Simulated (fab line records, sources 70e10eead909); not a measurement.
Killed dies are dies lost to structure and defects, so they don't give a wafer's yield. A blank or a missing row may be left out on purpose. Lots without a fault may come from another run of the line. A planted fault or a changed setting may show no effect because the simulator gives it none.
fab line records | flow nand_harc
record lots=13 wafers=39 last_day=34
route steps=1302 shown A_ZERO_WELL@403 A_ONON_D1@428 END@1302
lots that met no fault: from a run of the same line without faults
start_h: hours from the record's first day to the start of the lot's first wafer shown | wait_h: hours since the lot's step before | " the same as in the row above | L1.1+2: a row that stands for several wafers | - no value, or no start given | * or withheld: withheld | < > ~ a bound
route shown NAME@n: a module of which the file shows steps, and the number in the route of the first | usual: mean/standard deviation of fault-free wafers | same: alike in all rows | chamber/n: place in a boat | sites: the reading at each site | _std_site: their standard deviation | _edge_site: outer sites' mean less inner sites' | radius_mm: how far each site lies from the wafer's centre | mask NAME#n: copy n | behind: the tool/chamber that last shaped the wafer | hold: why the lot was held/for how many hours/how that ended | device: the transistor (n, p or np) that didn't switch | end of line: the same wafers' tests at the end of the route | a step without rows: its recipe alone | killed: dies lost to structure and defects at the first sort, not the wafer's yield | map: a wafer's dies, x killed, . not, _ none there
set.NAME: the setting as run; set.NAME@STEP: as run at that earlier step | model.NAME: the simulator's own value behind a step, which no gauge read
steps of the route over a sample of lots; a table a step, a row a wafer
services: from which hour (start_h, from the record's first day; less than 0 if before it) a tool's chamber was out of use, for how many hours, and why
## steps
# step NHARC_A_ZERO_WELL_DESCUM_12
# recipe time_s=3 o2_flow_sccm=200 ar_flow_sccm=0 bias_power_w=0 chemistry=O2
# usual drypump_motor_current_A=5.5/0.4 oes_product_au=1.002/0.0065 rf_vpp_V=57.8/0.86 showerhead_plenum_p_Torr=1.92/0.098 throttle_valve_pct=11.311/0.0098
# same bias_power_w=0
# columns lot.wafer tool chamber start_h wait_h drypump_motor_current_A oes_product_au rf_hours_counter_h rf_vpp_V showerhead_plenum_p_Torr throttle_valve_pct
L653.2 rie_diel-05 0 152.64 - 5.2 1.011 1 60.0 2.05 11.307
L653.4 " 2 " " 6.0 1.003 1 57.4 1.92 11.311
L653.1 " 3 " " 5.1 1.008 2 57.2 1.80 11.313
L655.1 rie_diel-05 0 168.39 - 5.3 0.998 2 57.3 2.05 11.308
L655.5 " 2 " " 6.0 1.004 - 58.4 1.92 11.308
L655.6 " 3 " " 5.1 0.993 - 57.6 1.80 11.292
L654.1 rie_diel-05 0 170.72 - 5.2 1.002 2 59.1 2.05 11.306
L654.4 " 1 " " 5.7 0.998 2 56.3 1.99 11.302
L654.5 " 3 " " 5.1 1.010 - 57.1 1.80 11.314
L656.3 rie_diel-03 1 179.82 - 6.7 1.001 11 55.1 1.81 11.298
L656.6 " 0 " " 5.1 1.003 - 58.3 1.77 11.325
L656.5 " 1 " " 6.7 0.993 - 57.6 1.81 11.303
L657.1 rie_diel-05 1 192.42 - 5.7 1.003 2 58.6 1.99 11.317
L657.2 " 2 " " 5.9 1.009 2 58.9 1.92 11.323
L657.6 " 3 " " 5.1 1.004 - 57.5 1.80 11.322
L658.3 rie_diel-03 0 197.59 - 5.1 0.997 12 56.3 1.77 11.311
L658.6 " 0 " " 5.1 1.006 - 57.0 1.77 11.307
L658.5 " 1 " " 6.7 0.995 - 57.3 1.81 11.318
L660.1 rie_diel-05 2 223.07 - 5.9 1.007 3 58.0 1.92 11.308
L660.2 " 0 " " 5.3 1.010 3 58.0 2.04 11.304
L660.3 " 1 " " 5.7 1.006 3 57.0 1.99 11.305
L661.1 rie_diel-05 1 224.05 - 5.7 0.992 3 58.2 1.99 11.288
L661.5 " 3 " " 5.1 1.006 - 57.6 1.80 11.302
L661.6 " 0 " " 5.2 1.017 - 58.1 2.04 11.322
L665.1 rie_diel-05 0 285.62 - 5.2 0.985 2 57.5 2.04 11.312
L665.5 " 2 " " 6.0 0.995 - 59.3 1.92 11.309
L665.6 " 0 " " 5.2 0.994 - 57.5 2.04 11.322
L667.2 rie_diel-08 0 286.58 - 5.4 0.991 32 57.2 1.82 11.326
L667.1 " 2 " " 5.2 0.994 29 58.3 1.83 11.312
L667.6 " 0 " " 5.4 1.009 - 57.8 1.82 11.311
L668.2 rie_diel-05 1 300.62 - 5.7 0.993 1 58.7 1.99 11.325
L668.4 " 2 " " 5.9 0.992 - 58.6 1.92 11.305
L668.6 " 0 " " 5.2 1.004 - 58.3 2.04 11.309
L674.2 rie_diel-05 1 357.31 - 5.7 0.996 3 58.0 1.99 11.319
L674.1 " 2 " " 6.0 0.998 3 57.3 1.92 11.301
L674.5 " 1 " " 5.7 1.004 - 58.0 1.99 11.304
L675.4 rie_diel-05 3 370.90 - 5.1 1.007 3 57.0 1.79 11.302
L675.2 " 0 " " 5.2 1.014 4 58.5 2.04 11.322
L675.6 " 3 " " 5.1 1.006 - 57.6 1.79 11.305
# step NHARC_A_ZERO_WELL_INSPECT_17
# usual raw_defect_count=11/6
# columns lot.wafer tool chamber start_h wait_h raw_defect_count
L653.1 defect_inspect-01 - 153.94 0.2 10
L653.2 " - " " 11
L653.4 " - " " 6
L655.1 defect_inspect-01 - 169.71 0.2 9
L655.5 " - " " 5
L655.6 " - " " 13
L654.1 defect_inspect-01 - 172.01 0.2 8
L654.4 " - " " 10
L654.5 " - " " 7
L656.3 defect_inspect-02 - 181.10 0.1 5
L656.5 " - " " 7
L656.6 " - " " 6
L657.1 defect_inspect-02 - 193.73 0.2 26
L657.2 " - " " 15
L657.6 " - " " 16
L658.3 defect_inspect-01 - 198.90 0.1 10
L658.5 " - " " 7
L658.6 " - " " 4
L660.1 defect_inspect-01 - 224.39 0.2 15
L660.2 " - " " 14
L660.3 " - " " 22
L661.1 defect_inspect-01 - 225.35 0.2 25
L661.5 " - " " 13
L661.6 " - " " 5
L665.1 defect_inspect-02 - 287.06 0.2 22
L665.5 " - " " 7
L665.6 " - " " 6
L667.1 defect_inspect-02 - 288.48 0.2 14
L667.2 " - " " 14
L667.6 " - " " 23
L668.2 defect_inspect-02 - 301.96 0.1 6
L668.4 " - " " 12
L668.6 " - " " 10
L674.1 defect_inspect-02 - 358.61 0.2 12
L674.2 " - " " 10
L674.5 " - " " 17
L675.2 defect_inspect-02 - 372.47 0.1 18
L675.4 " - " " 21
L675.6 " - " " 20
# step NHARC_A_ONON_D1_DEP_06
# recipe target_thk_a=10000 n2_flow_sccm=2750 n2o_flow_sccm=2000 nh3_flow_sccm=500 sih4_flow_sccm=210 temp_c=400
# columns lot.wafer tool chamber start_h wait_h
L653.1+2+4 pecvd_onon-01 0 177.50 0.1
L654.1+4+5 pecvd_onon-01 0 194.85 0.1
L655.1+5+6 pecvd_onon-04 0 194.85 0.1
L656.3+5+6 pecvd_onon-04 0 204.10 0.2
L657.1+2+6 pecvd_onon-01 0 216.84 0.1
L658.3+5+6 pecvd_onon-04 0 220.83 0.2
L661.1+5+6 pecvd_onon-04 0 247.09 0.1
L660.1+2+3 pecvd_onon-01 0 247.10 0.1
L667.1+2+6 pecvd_onon-02 0 308.82 0.1
L665.1+5+6 pecvd_onon-04 0 309.01 0.2
L668.2+4+6 pecvd_onon-04 0 325.52 0.1
L674.1+2+5 pecvd_onon-02 0 389.41 0.1
L675.2+4+6 pecvd_onon-02 0 403.15 0.1
# step NHARC_A_ONON_D1_THK_MEAS_08
# recipe thk_meas_gauge=ellipsometry
# usual thk_nm=999/13
# columns lot.wafer tool chamber start_h wait_h thk_nm
L653.1 film_metro-01 - 178.01 - 989
L653.2 " - " " 988
L653.4 " - " " 988
L654.1 film_metro-01 - 195.35 - 978
L654.4 " - " " 981
L654.5 " - " " 981
L655.1 film_metro-01 - 195.39 - 979
L655.5 " - " " 980
L655.6 " - " " 978
L656.3 film_metro-01 - 204.49 - 996
L656.5 " - " " 998
L656.6 " - " " 999
L657.1 film_metro-01 - 217.35 - 987
L657.2 " - " " 986
L657.6 " - " " 986
L658.3 film_metro-01 - 221.22 - 985
L658.5 " - " " 987
L658.6 " - " " 987
L661.1 film_metro-01 - 247.60 - 1020
L661.5 " - " " 1019
L661.6 " - " " 1022
L660.1 film_metro-02 - 247.61 - 981
L660.2 " - " " 979
L660.3 " - " " 981
L667.1 film_metro-02 - 309.32 - 1010
L667.2 " - " " 1009
L667.6 " - " " 1011
L665.1 film_metro-02 - 309.52 - 862
L665.5 " - " " 864
L665.6 " - " " 862
L668.2 film_metro-02 - 325.97 - 865
L668.4 " - " " 865
L668.6 " - " " 865
L674.1 film_metro-02 - 389.92 - 1002
L674.2 " - " " 1003
L674.5 " - " " 1002
L675.2 film_metro-02 - 403.63 - 1004
L675.4 " - " " 1005
L675.6 " - " " 1005
# step NHARC_A_ONON_D1_THK_MEAS_21
# recipe thk_meas_gauge=ellipsometry
# usual thk_nm=1002/11
# columns lot.wafer tool chamber start_h wait_h thk_nm
L653.1 film_metro-01 - 189.37 - 1008
L653.2 " - " " 1007
L653.4 " - " " 1008
L655.1 film_metro-01 - 205.17 - 1007
L655.5 " - " " 1008
L655.6 " - " " 1006
L654.1 film_metro-02 - 205.18 - 1000
L654.4 " - " " 1003
L654.5 " - " " 1002
L656.3 film_metro-02 - 214.42 - 1021
L656.5 " - " " 1020
L656.6 " - " " 1020
L657.1 film_metro-02 - 227.23 - 987
L657.2 " - " " 987
L657.6 " - " " 989
L658.3 film_metro-02 - 233.17 - 1008
L658.5 " - " " 1005
L658.6 " - " " 1007
L661.1 film_metro-01 - 257.08 - 1029
L661.5 " - " " 1030
L661.6 " - " " 1028
L660.1 film_metro-02 - 257.10 - 1002
L660.2 " - " " 1001
L660.3 " - " " 1001
L665.1 film_metro-01 - 320.02 - 1009
L665.5 " - " " 1009
L665.6 " - " " 1008
L667.1 film_metro-01 - 320.38 - 1012
L667.2 " - " " 1011
L667.6 " - " " 1011
L668.2 film_metro-01 - 336.09 - 994
L668.4 " - " " 996
L668.6 " - " " 997
L674.1 film_metro-02 - 403.77 - 1004
L674.2 " - " " 1003
L674.5 " - " " 1004
L675.2 film_metro-02 - 413.12 - 999
L675.4 " - " " 1000
L675.6 " - " " 998
# step NHARC_END_SORT_01
# recipe temp_c=25
# usual killed_at_array=54/23 killed_at_other=1.2/1.5 killed_at_periphery=3.9/2.5 killed_dies=59/23 killed_open=3.2/1.7 killed_short=2.4/1.6
# same gross_dies=677
# columns lot.wafer tool chamber start_h wait_h killed_at_array killed_at_other killed_at_periphery killed_dies killed_open killed_short
L653.1 prober-02 0 573.94 2.5 57 1 6 64 4 1
L653.2 prober-02 0 574.74 2.8 65 0 5 70 1 2
L653.4 prober-02 0 576.35 3.4 69 1 7 77 3 1
L656.3 prober-01 0 624.70 3.1 55 2 1 58 3 5
L656.5 prober-01 0 626.31 3.7 58 3 3 64 3 0
L656.6 prober-01 0 627.11 4.0 67 0 2 69 2 2
L660.1 prober-01 0 649.45 2.5 28 6 6 40 3 0
L660.2 prober-01 0 650.24 2.8 26 5 4 35 2 5
L660.3 prober-01 0 651.03 3.1 27 3 4 34 4 2
L661.1 prober-02 0 649.46 2.5 78 0 6 84 4 2
L661.5 prober-02 0 652.69 3.7 70 0 4 74 4 6
L661.6 prober-02 0 653.50 4.0 83 1 4 88 4 2
L667.1 prober-01 0 713.83 2.5 74 1 7 82 1 1
L667.2 prober-01 0 714.63 2.8 84 0 3 87 1 2
L667.6 prober-01 0 717.82 4.0 73 2 7 82 3 2
L665.1 prober-02 0 734.12 2.5 94 5 8 107 5 4
L665.5 prober-02 0 737.37 3.8 97 0 7 104 5 0
L665.6 prober-02 0 738.18 4.1 93 3 4 100 2 2
L674.1 prober-01 0 786.14 2.5 66 0 2 68 4 3
L674.2 prober-01 0 786.92 2.8 77 0 0 77 2 4
L674.5 prober-01 0 789.28 3.6 61 0 5 66 3 1
# killed by level:class
L653.1 A_CHANNEL_HOLE_D2:chamber_film_flake=30 A_SLIT:chamber_film_flake=15 P_M1:chamber_film_flake=4 A_CHANNEL_FILL_D1:geometric_particle:open=2 A_CONTACT:geometric_particle:open=2 P_ZERO_WELL:chamber_film_flake=2 A_CONTACT:chamber_film_flake=2 A_M0:chamber_film_flake=2
L653.2 A_CHANNEL_HOLE_D2:chamber_film_flake=42 A_SLIT:chamber_film_flake=19 A_CONTACT:chamber_film_flake=3 P_M1:chamber_film_flake=2 P_GATE:geometric_particle:open=1 P_BONDPAD:geometric_particle:short=1 A_CHANNEL_HOLE_D2:geometric_particle:short=1 P_STI:chamber_film_flake=1
L653.4 A_CHANNEL_HOLE_D2:chamber_film_flake=36 A_SLIT:chamber_film_flake=23 P_M1:chamber_film_flake=4 A_CONTACT:chamber_film_flake=3 A_WL_FILL:chamber_film_flake=2 P_M2:geometric_particle:open=1 A_WL_FILL:geometric_particle:short=1 A_WL_FILL:geometric_particle:open=1
L656.3 A_CHANNEL_HOLE_D2:chamber_film_flake=22 A_CHANNEL_HOLE_D1:chamber_film_flake=20 A_BONDPAD:chamber_film_flake=3 A_WL_FILL:geometric_particle:short=2 A_CHANNEL_FILL_D1:geometric_particle:open=1 A_CHANNEL_FILL_D1:geometric_particle:short=1 A_DECK1_JOINT:geometric_particle:short=1 A_CHANNEL_HOLE_D2:geometric_particle:open=1
L656.5 A_CHANNEL_HOLE_D1:chamber_film_flake=28 A_CHANNEL_HOLE_D2:chamber_film_flake=17 A_BONDPAD:chamber_film_flake=4 THIN_TSV:chamber_film_flake=3 P_GATE:chamber_film_flake=2 A_SLIT:chamber_film_flake=2 A_CONTACT:chamber_film_flake=2 A_DECK1_JOINT:geometric_particle:open=1
L656.6 A_CHANNEL_HOLE_D2:chamber_film_flake=27 A_CHANNEL_HOLE_D1:chamber_film_flake=27 A_CONTACT:chamber_film_flake=3 A_BONDPAD:chamber_film_flake=3 A_SLIT:chamber_film_flake=2 P_M0:geometric_particle:open=1 A_ONON_D1:geometric_particle:short=1 A_CONTACT:geometric_particle:short=1
L660.1 A_CHANNEL_HOLE_D2:chamber_film_flake=13 THIN_TSV:chamber_film_flake=5 A_CHANNEL_HOLE_D1:chamber_film_flake=4 A_CONTACT:chamber_film_flake=3 P_ZERO_WELL:chamber_film_flake=2 P_GATE:chamber_film_flake=2 P_BONDPAD:chamber_film_flake=2 A_CHANNEL_FILL_D1:chamber_film_flake=2
L661.1 A_CHANNEL_HOLE_D1:chamber_film_flake=28 A_SLIT:chamber_film_flake=19 A_CHANNEL_HOLE_D2:chamber_film_flake=13 P_ZERO_WELL:chamber_film_flake=4 A_STAIRCASE:chamber_film_flake=4 A_CONTACT:chamber_film_flake=4 A_DECK1_JOINT:chamber_film_flake=2 A_CHANNEL_FILL_D2:chamber_film_flake=2
L660.2 A_CHANNEL_HOLE_D2:chamber_film_flake=10 THIN_TSV:chamber_film_flake=5 A_CONTACT:chamber_film_flake=4 A_CHANNEL_HOLE_D1:chamber_film_flake=3 A_STAIRCASE:chamber_film_flake=3 P_GATE:chamber_film_flake=2 P_CONTACT:geometric_particle:open=1 P_M1:geometric_particle:open=1
L660.3 A_CHANNEL_HOLE_D2:chamber_film_flake=9 A_CHANNEL_HOLE_D1:chamber_film_flake=5 A_CONTACT:chamber_film_flake=5 THIN_TSV:chamber_film_flake=3 A_SLIT:chamber_film_flake=2 P_STI:geometric_particle:open=1 P_M0:geometric_particle:open=1 A_ONON_D1:geometric_particle:short=1
L661.5 A_CHANNEL_HOLE_D1:chamber_film_flake=29 A_SLIT:chamber_film_flake=20 A_CHANNEL_HOLE_D2:chamber_film_flake=6 A_CONTACT:chamber_film_flake=4 A_STAIRCASE:chamber_film_flake=2 P_GATE:geometric_particle:short=1 P_M0:geometric_particle:open=1 P_M0:geometric_particle:short=1
L661.6 A_CHANNEL_HOLE_D1:chamber_film_flake=32 A_SLIT:chamber_film_flake=22 A_CHANNEL_HOLE_D2:chamber_film_flake=17 P_STI:chamber_film_flake=2 A_CHANNEL_FILL_D2:chamber_film_flake=2 A_STAIRCASE:chamber_film_flake=2 A_WL_FILL:chamber_film_flake=2 A_M0:chamber_film_flake=2
L667.1 A_CHANNEL_HOLE_D1:chamber_film_flake=35 A_SLIT:chamber_film_flake=20 A_STAIRCASE:chamber_film_flake=11 P_M2:chamber_film_flake=4 A_CONTACT:chamber_film_flake=4 P_ZERO_WELL:chamber_film_flake=2 P_M0:geometric_particle:open=1 A_WL_FILL:geometric_particle:short=1
L667.2 A_CHANNEL_HOLE_D1:chamber_film_flake=39 A_SLIT:chamber_film_flake=26 A_CONTACT:chamber_film_flake=8 A_STAIRCASE:chamber_film_flake=7 P_M2:chamber_film_flake=3 A_CHANNEL_FILL_D1:geometric_particle:short=1 A_BLC:geometric_particle:open=1 A_M0:geometric_particle:short=1
L667.6 A_CHANNEL_HOLE_D1:chamber_film_flake=30 A_SLIT:chamber_film_flake=25 A_STAIRCASE:chamber_film_flake=7 P_M2:chamber_film_flake=5 A_CONTACT:chamber_film_flake=5 A_SOURCE_PLATE:geometric_particle:open=1 A_ONON_D1:geometric_particle:open=1 A_DECK1_JOINT:geometric_particle:short=1
L665.1 A_CHANNEL_HOLE_D1:chamber_film_flake=36 A_SLIT:chamber_film_flake=23 A_CHANNEL_HOLE_D2:chamber_film_flake=16 A_CONTACT:chamber_film_flake=5 P_GATE:chamber_film_flake=4 THIN_TSV:chamber_film_flake=3 P_STI:chamber_film_flake=2 A_STAIRCASE:chamber_film_flake=2
L665.5 A_CHANNEL_HOLE_D1:chamber_film_flake=36 A_SLIT:chamber_film_flake=29 A_CHANNEL_HOLE_D2:chamber_film_flake=17 A_STAIRCASE:chamber_film_flake=5 P_GATE:chamber_film_flake=4 A_CONTACT:chamber_film_flake=3 A_BLC:chamber_film_flake=3 A_SOURCE_PLATE:geometric_particle:open=2
L665.6 A_CHANNEL_HOLE_D1:chamber_film_flake=37 A_SLIT:chamber_film_flake=21 A_CHANNEL_HOLE_D2:chamber_film_flake=19 A_STAIRCASE:chamber_film_flake=4 A_CONTACT:chamber_film_flake=4 A_BLC:chamber_film_flake=4 THIN_TSV:chamber_film_flake=2 P_CONTACT:geometric_particle:short=1
L674.1 A_SLIT:chamber_film_flake=29 A_CHANNEL_HOLE_D2:chamber_film_flake=18 A_CHANNEL_HOLE_D1:chamber_film_flake=6 A_CONTACT:chamber_film_flake=4 A_CHANNEL_FILL_D1:chamber_film_flake=2 P_GATE:geometric_particle:open=1 A_ONON_D1:geometric_particle:open=1 A_ONON_D1:geometric_particle:short=1
L674.2 A_CHANNEL_HOLE_D2:chamber_film_flake=31 A_SLIT:chamber_film_flake=21 A_CHANNEL_HOLE_D1:chamber_film_flake=10 A_CONTACT:chamber_film_flake=5 A_STAIRCASE:chamber_film_flake=2 A_SOURCE_PLATE:geometric_particle:short=1 A_ONON_D1:geometric_particle:short=1 A_DECK1_JOINT:geometric_particle:short=1
L674.5 A_SLIT:chamber_film_flake=22 A_CHANNEL_HOLE_D2:chamber_film_flake=20 A_CHANNEL_HOLE_D1:chamber_film_flake=12 A_CONTACT:chamber_film_flake=4 P_GATE:chamber_film_flake=2 P_M0:geometric_particle:short=1 P_M1:geometric_particle:open=1 A_CHANNEL_FILL_D1:geometric_particle:open=1
## services
# columns tool chamber start_h hours kind
pecvd_onon-04 - 130.23 13.0 pm
rie_diel-05 - 134.59 2.6 repair
rie_diel-08 1 137.76 34.3 repair
rie_diel-03 - 143.11 1.5 repair
rie_diel-03 2 154.45 4.2 repair
rie_diel-05 1 161.11 5.5 repair
pecvd_onon-02 - 185.00 13.0 pm
rie_diel-08 - 190.83 9.0 pm
rie_diel-08 1 225.35 11.8 repair
rie_diel-05 - 229.60 9.0 pm
rie_diel-08 - 249.54 1.5 repair
pecvd_onon-01 - 269.06 13.0 pm
rie_diel-03 1 275.27 12.2 repair
rie_diel-05 1 277.44 11.3 repair
rie_diel-03 - 281.52 9.0 pm
rie_diel-05 3 296.45 5.2 repair
pecvd_onon-04 - 311.23 13.0 pm
rie_diel-08 - 312.94 8.9 repair
rie_diel-05 2 323.04 7.3 repair
rie_diel-08 1 333.82 3.3 repair
rie_diel-03 1 352.49 20.1 repair
pecvd_onon-02 - 366.11 13.0 pm
rie_diel-08 - 367.83 9.0 pm
rie_diel-03 2 398.96 2.0 repair
## key
first_sign step=NHARC_A_ONON_D1_THK_MEAS_08 reading=thk_nm direction=down sigmas=10 usual=999 struck=864
effect none on later readings
met_at NHARC_A_ONON_D1_DEP_06
struck_lots L665,L668
tester_left_out L665,L668
not_acting_at NHARC_A_ZERO_WELL_DESCUM_12,NHARC_A_ZERO_WELL_INSPECT_17,NHARC_A_ONON_D1_THK_MEAS_21
onset_between 247.09 309.01
fault kind=process_parameter_drift tool=pecvd_onon-04 chamber=- onset_h=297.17 steps=NHARC_A_ONON_D1_DEP_06 channel=target_thk_a offset=* shape=step end_h=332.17 acts_in=* stated=*
# tester_left_out: of these lots the tester's yield and bins aren't shown, on N5 and GAA mostly nor the transistor test; their killed dies are dies lost to structure and defects alone, not to doping, threshold or leakage, so they don't give the yield
